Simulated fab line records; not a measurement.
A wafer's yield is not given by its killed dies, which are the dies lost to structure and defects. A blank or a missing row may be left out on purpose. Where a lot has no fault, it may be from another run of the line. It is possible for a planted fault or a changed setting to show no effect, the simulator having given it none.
What tool caused it? + flow n5Finfet + 24 lots with 72 wafers sampled at 5 steps, on a route of 1938 steps

WHAT EACH GAUGE READ, for each wafer
N5_BEOL_M3_RS_MEAS_58: the measuring method here is four-point-probe.
| lot  | measured     | on           | M3_RS (ohm/sq) |
|------|--------------|--------------|----------------|
| L074 | day 7 12:05  | filmMetro-01 | 0.69 0.67 0.68 |
| L075 | day 8 18:18  | filmMetro-02 | 0.68 0.67 0.66 |
| L077 | day 10 10:25 | filmMetro-01 | 0.69 0.64 0.65 |
| L078 | day 10 12:50 | filmMetro-01 | 0.71 0.68 0.65 |
| L076 | day 10 13:01 | filmMetro-02 | 0.66 0.67 0.68 |
| L079 | day 10 17:31 | filmMetro-02 | 0.68 0.66 0.66 |
| L080 | day 10 20:19 | filmMetro-02 | 0.69 0.68 0.66 |
| L082 | day 10 22:56 | filmMetro-02 | 0.67 0.68 0.67 |
| L081 | day 11 00:05 | filmMetro-02 | 0.68 0.70 0.67 |
| L083 | day 11 12:56 | filmMetro-01 | 0.65 0.64 0.61 |
| L084 | day 11 16:32 | filmMetro-01 | 0.64 0.63 0.63 |
| L085 | day 12 13:57 | filmMetro-01 | 0.69 0.69 0.64 |
| L086 | day 12 16:01 | filmMetro-02 | 0.70 0.65 0.62 |
| L087 | day 12 16:58 | filmMetro-01 | 0.68 0.70 0.72 |
| L088 | day 12 17:57 | filmMetro-01 | 0.64 0.65 0.61 |
| L089 | day 13 09:23 | filmMetro-02 | 0.69 0.68 0.70 |
| L090 | day 13 20:25 | filmMetro-01 | 0.66 0.67 0.65 |
| L092 | day 13 20:53 | filmMetro-02 | 0.69 0.72 0.67 |
| L091 | day 13 21:09 | filmMetro-02 | 0.74 0.69 0.68 |
| L093 | day 13 22:04 | filmMetro-01 | 0.68 0.69 0.71 |
| L096 | day 15 12:01 | filmMetro-02 | 0.77 0.72 0.74 |
| L095 | day 15 13:36 | filmMetro-02 | 0.68 0.69 0.69 |
| L094 | day 15 15:27 | filmMetro-02 | 0.69 0.68 0.68 |
| L097 | day 15 18:12 | filmMetro-02 | 0.67 0.65 0.66 |

EACH LOT AND THE TOOL THAT RAN IT (in order: tool; ch and the chambers of the sampled wafers; start)
| lot  | N5_BEOL_M3_STRIP_36               | N5_BEOL_M3_SPUTTER_88       | N5_BEOL_M3_SPUTTER_94       | N5_BEOL_M3_DEP_57               |
|------|-----------------------------------|-----------------------------|-----------------------------|---------------------------------|
| L074 | rieDiel-05 ch 1,2,3, day 7 08:04  | pvdSputter-01, day 7 10:07  | pvdSputter-01, day 7 10:46  | pecvd-02 ch 0,2, day 7 12:00    |
| L075 | rieDiel-03 ch 0,2,3, day 8 14:07  | pvdSputter-01, day 8 16:22  | pvdSputter-01, day 8 17:02  | pecvd-03 ch 0,2, day 8 18:14    |
| L077 | rieDiel-03 ch 0,1, day 10 05:28   | pvdSputter-03, day 10 07:42 | pvdSputter-03, day 10 08:22 | pecvd-03 ch 0,1, day 10 10:20   |
| L078 | rieDiel-03 ch 0,1,3, day 10 08:38 | pvdSputter-02, day 10 10:52 | pvdSputter-02, day 10 11:32 | pecvd-03 ch 0,1, day 10 12:44   |
| L076 | rieDiel-05 ch 2,3, day 10 08:40   | pvdSputter-01, day 10 10:56 | pvdSputter-01, day 10 11:35 | pecvd-02 ch 1,2, day 10 12:56   |
| L079 | rieDiel-05 ch 1,2, day 10 12:56   | pvdSputter-03, day 10 15:19 | pvdSputter-03, day 10 15:59 | pecvd-02 ch 0,1,2, day 10 17:27 |
| L080 | rieDiel-02 ch 2,3, day 10 16:20   | pvdSputter-01, day 10 18:11 | pvdSputter-01, day 10 18:51 | pecvd-03 ch 0,1,2, day 10 20:15 |
| L082 | rieDiel-02 ch 0,1,2, day 10 18:41 | pvdSputter-02, day 10 21:00 | pvdSputter-02, day 10 21:40 | pecvd-04 ch 0,2, day 10 22:52   |
| L081 | rieDiel-05 ch 2,3, day 10 19:34   | pvdSputter-01, day 10 21:50 | pvdSputter-01, day 10 22:29 | pecvd-02 ch 1,2, day 11 00:00   |
| L083 | rieDiel-02 ch 1,2,3, day 11 06:32 | pvdSputter-01, day 11 11:00 | pvdSputter-01, day 11 11:40 | pecvd-02 ch 0,1,2, day 11 12:52 |
| L084 | rieDiel-03 ch 0,1,2, day 11 12:23 | pvdSputter-02, day 11 14:30 | pvdSputter-02, day 11 15:10 | pecvd-03 ch 0,1, day 11 16:29   |
| L085 | rieDiel-03 ch 0,1,3, day 12 09:06 | pvdSputter-03, day 12 11:47 | pvdSputter-03, day 12 12:27 | pecvd-03 ch 0,1, day 12 13:53   |
| L086 | rieDiel-02 ch 0,2, day 12 11:04   | pvdSputter-02, day 12 14:03 | pvdSputter-02, day 12 14:43 | pecvd-03 ch 1,2, day 12 15:57   |
| L087 | rieDiel-05 ch 0,1,2, day 12 12:37 | pvdSputter-01, day 12 14:41 | pvdSputter-01, day 12 15:20 | pecvd-04 ch 1,2, day 12 16:53   |
| L088 | rieDiel-03 ch 0,2, day 12 12:43   | pvdSputter-02, day 12 16:01 | pvdSputter-02, day 12 16:40 | pecvd-04 ch 1,2, day 12 17:53   |
| L089 | rieDiel-05 ch 0,1,2, day 13 04:47 | pvdSputter-03, day 13 07:26 | pvdSputter-03, day 13 08:05 | pecvd-03 ch 0,2, day 13 09:19   |
| L090 | rieDiel-03 ch 1,3, day 13 16:07   | pvdSputter-01, day 13 18:14 | pvdSputter-01, day 13 18:54 | pecvd-03 ch 0,1,2, day 13 20:20 |
| L092 | rieDiel-03 ch 0,2, day 13 16:54   | pvdSputter-03, day 13 18:57 | pvdSputter-03, day 13 19:37 | pecvd-02 ch 1,2, day 13 20:49   |
| L091 | rieDiel-02 ch 1,3, day 13 16:56   | pvdSputter-02, day 13 19:11 | pvdSputter-02, day 13 19:51 | pecvd-04 ch 0,2, day 13 21:05   |
| L093 | rieDiel-05 ch 1,2, day 13 17:04   | pvdSputter-01, day 13 20:07 | pvdSputter-01, day 13 20:47 | pecvd-03 ch 1,2, day 13 21:59   |
| L096 | rieDiel-02 ch 0,2,3, day 15 07:59 | pvdSputter-01, day 15 10:04 | pvdSputter-01, day 15 10:44 | pecvd-04 ch 0,1,2, day 15 11:58 |
| L095 | rieDiel-05 ch 1,2,3, day 15 08:09 | pvdSputter-02, day 15 11:40 | pvdSputter-02, day 15 12:20 | pecvd-04 ch 0,1, day 15 13:32   |
| L094 | rieDiel-05 ch 1,2, day 15 10:58   | pvdSputter-02, day 15 13:31 | pvdSputter-02, day 15 14:10 | pecvd-04 ch 0,1, day 15 15:23   |
| L097 | rieDiel-02 ch 0,1,3, day 15 14:08 | pvdSputter-03, day 15 16:13 | pvdSputter-03, day 15 16:52 | pecvd-04 ch 0,1,2, day 15 18:09 |
- N5_BEOL_M3_STRIP_36: strips in N2/H2.
- N5_BEOL_M3_SPUTTER_88: material Cu, target thk 4.5 nm, time 8.29 s.
- N5_BEOL_M3_SPUTTER_94: material Cu, target thk 4.5 nm, time 8.29 s.
- N5_BEOL_M3_DEP_57: deposits SiCN from 3MS/NH3, target thk 8 nm, time 14 s.

AS READ BY THE TOOLS THEMSELVES (means over the sampled wafers that have a number; for cases with no such wafer, the mark the record gives instead)
N5_BEOL_M3_STRIP_36.
| lot  | tool       | drypumpMotorCurrentA (A) | n2FlowSccm (sccm) | oesProductAu (a.u.) | rfVppV (V) | showerheadPlenumPTorr (Torr) | throttleValvePct (%) |
|------|------------|--------------------------|-------------------|---------------------|------------|------------------------------|----------------------|
| L074 | rieDiel-05 | 6.0                      | 200.6             | 0.88                | 60.0       | 2.54                         | 23.63                |
| L075 | rieDiel-03 | 5.7                      | 200.0             | 0.74                | 60.2       | 2.57                         | 23.75                |
| L077 | rieDiel-03 | 5.8                      | 199.3             | 0.78                | 59.7       | 2.62                         | 24.04                |
| L078 | rieDiel-03 | 5.7                      | 200.0             | 0.74                | 59.9       | 2.61                         | 23.99                |
| L076 | rieDiel-05 | 6.2                      | 200.3             | 0.89                | 59.1       | 2.50                         | 23.63                |
| L079 | rieDiel-05 | 5.7                      | 200.2             | 0.92                | 59.3       | 2.56                         | 23.52                |
| L080 | rieDiel-02 | 6.0                      | 199.8             | 0.81                | 59.9       | 2.46                         | 23.71                |
| L082 | rieDiel-02 | 5.5                      | 200.6             | 0.86                | 58.8       | 2.50                         | 23.78                |
| L081 | rieDiel-05 | 6.3                      | 199.6             | 0.88                | 58.4       | 2.50                         | 23.61                |
| L083 | rieDiel-02 | 5.9                      | 200.2             | 0.77                | 57.6       | 2.44                         | 23.82                |
| L084 | rieDiel-03 | 5.8                      | 199.9             | 0.73                | 59.7       | 2.53                         | 23.95                |
| L085 | rieDiel-03 | 5.7                      | 200.3             | 0.73                | 59.5       | 2.60                         | 24.00                |
| L086 | rieDiel-02 | 5.2                      | 200.7             | 0.93                | 58.0       | 2.55                         | 23.66                |
| L087 | rieDiel-05 | 5.8                      | 200.4             | 0.82                | 58.8       | 2.52                         | 23.53                |
| L088 | rieDiel-03 | 5.8                      | 200.5             | 0.72                | 58.3       | 2.49                         | 23.75                |
| L089 | rieDiel-05 | 5.8                      | 200.0             | 0.81                | 57.7       | 2.52                         | 23.56                |
| L090 | rieDiel-03 | 5.6                      | 200.2             | 0.69                | 58.0       | 2.58                         | 23.94                |
| L092 | rieDiel-03 | 5.8                      | 200.4             | 0.71                | 58.7       | 2.49                         | 23.76                |
| L091 | rieDiel-02 | 5.8                      | 200.7             | 0.72                | 58.5       | 2.42                         | 23.87                |
| L093 | rieDiel-05 | 5.9                      | 200.5             | 0.89                | 58.5       | 2.51                         | 23.53                |
| L096 | rieDiel-02 | 5.6                      | 199.9             | 0.80                | 58.1       | 2.48                         | 23.75                |
| L095 | rieDiel-05 | 6.0                      | 199.9             | 0.81                | 61.4       | 2.52                         | 23.71                |
| L094 | rieDiel-05 | 5.9                      | 199.5             | 0.85                | 58.6       | 2.50                         | 23.56                |
| L097 | rieDiel-02 | 5.4                      | 199.9             | 0.77                | 58.7       | 2.47                         | 23.85                |

N5_BEOL_M3_SPUTTER_88.
| lot  | tool          | throttleValvePct (%) |
|------|---------------|----------------------|
| L074 | pvdSputter-01 | 29.9                 |
| L075 | pvdSputter-01 | 29.4                 |
| L077 | pvdSputter-03 | 28.8                 |
| L078 | pvdSputter-02 | 30.1                 |
| L076 | pvdSputter-01 | 29.5                 |
| L079 | pvdSputter-03 | 28.9                 |
| L080 | pvdSputter-01 | 29.1                 |
| L082 | pvdSputter-02 | 29.5                 |
| L081 | pvdSputter-01 | 29.7                 |
| L083 | pvdSputter-01 | 30.1                 |
| L084 | pvdSputter-02 | 30.1                 |
| L085 | pvdSputter-03 | 28.7                 |
| L086 | pvdSputter-02 | 30.1                 |
| L087 | pvdSputter-01 | 29.3                 |
| L088 | pvdSputter-02 | 29.6                 |
| L089 | pvdSputter-03 | 29.7                 |
| L090 | pvdSputter-01 | 29.1                 |
| L092 | pvdSputter-03 | 28.3                 |
| L091 | pvdSputter-02 | 30.4                 |
| L093 | pvdSputter-01 | 29.9                 |
| L096 | pvdSputter-01 | 29.5                 |
| L095 | pvdSputter-02 | 30.0                 |
| L094 | pvdSputter-02 | 30.4                 |
| L097 | pvdSputter-03 | 29.2                 |

N5_BEOL_M3_SPUTTER_94.
| lot  | tool          | throttleValvePct (%) |
|------|---------------|----------------------|
| L074 | pvdSputter-01 | 30.2                 |
| L075 | pvdSputter-01 | 29.4                 |
| L077 | pvdSputter-03 | 28.8                 |
| L078 | pvdSputter-02 | 30.1                 |
| L076 | pvdSputter-01 | 29.4                 |
| L079 | pvdSputter-03 | 28.9                 |
| L080 | pvdSputter-01 | 29.1                 |
| L082 | pvdSputter-02 | 29.6                 |
| L081 | pvdSputter-01 | 29.9                 |
| L083 | pvdSputter-01 | 30.2                 |
| L084 | pvdSputter-02 | 30.2                 |
| L085 | pvdSputter-03 | 28.7                 |
| L086 | pvdSputter-02 | 30.2                 |
| L087 | pvdSputter-01 | 29.3                 |
| L088 | pvdSputter-02 | 29.6                 |
| L089 | pvdSputter-03 | 29.7                 |
| L090 | pvdSputter-01 | 28.9                 |
| L092 | pvdSputter-03 | 28.4                 |
| L091 | pvdSputter-02 | 30.4                 |
| L093 | pvdSputter-01 | 29.8                 |
| L096 | pvdSputter-01 | 29.3                 |
| L095 | pvdSputter-02 | 30.1                 |
| L094 | pvdSputter-02 | 30.5                 |
| L097 | pvdSputter-03 | 29.2                 |

N5_BEOL_M3_DEP_57.
| lot  | tool     | showerheadPlenumPTorr (Torr) | throttleValvePct (%) |
|------|----------|------------------------------|----------------------|
| L074 | pecvd-02 | 3.668                        | 8.4                  |
| L075 | pecvd-03 | 3.656                        | 9.3                  |
| L077 | pecvd-03 | 3.659                        | 9.3                  |
| L078 | pecvd-03 | 3.660                        | 9.3                  |
| L076 | pecvd-02 | 3.665                        | 8.8                  |
| L079 | pecvd-02 | 3.671                        | 8.7                  |
| L080 | pecvd-03 | 3.654                        | 9.0                  |
| L082 | pecvd-04 | 3.698                        | 9.1                  |
| L081 | pecvd-02 | 3.665                        | 8.7                  |
| L083 | pecvd-02 | 3.671                        | 8.8                  |
| L084 | pecvd-03 | 3.664                        | 9.3                  |
| L085 | pecvd-03 | 3.664                        | 9.4                  |
| L086 | pecvd-03 | 3.651                        | 8.5                  |
| L087 | pecvd-04 | 3.676                        | 9.7                  |
| L088 | pecvd-04 | 3.669                        | 9.8                  |
| L089 | pecvd-03 | 3.665                        | 8.9                  |
| L090 | pecvd-03 | 3.654                        | 9.0                  |
| L092 | pecvd-02 | 3.662                        | 8.7                  |
| L091 | pecvd-04 | 3.695                        | 9.0                  |
| L093 | pecvd-03 | 3.652                        | 8.6                  |
| L096 | pecvd-04 | 3.686                        | 9.3                  |
| L095 | pecvd-04 | 3.682                        | 9.8                  |
| L094 | pecvd-04 | 3.686                        | 9.6                  |
| L097 | pecvd-04 | 3.690                        | 9.4                  |

THE ANSWER, worked out from the rows above alone
Rule: the usual values come from the lots themselves. Put in order of their means at a reading, lots are off if they are a third of the lots or fewer, leave a main group of 4 or more, and stand apart from it by a gap of 3 or more times the standard deviation of the main group's means; of several such gaps the widest counts. A main group is skipped when, at the precision printed for the reading in the tables above, its means are all equal. Also off: a lot with no number at a reading for which 4 or more lots have one. The other lots that the step has rows for count as sound. After the gauges, taken in route order, come the tools' own readings; for these a lot's mean is taken, as printed above. At the first step where some lot is off, the reading lying furthest off is the one used; lots without a number count as furthest.
Across all readings shown, no lot is off: no conclusion can be drawn from this.

WHAT THE SIMULATOR HAD INSERTED
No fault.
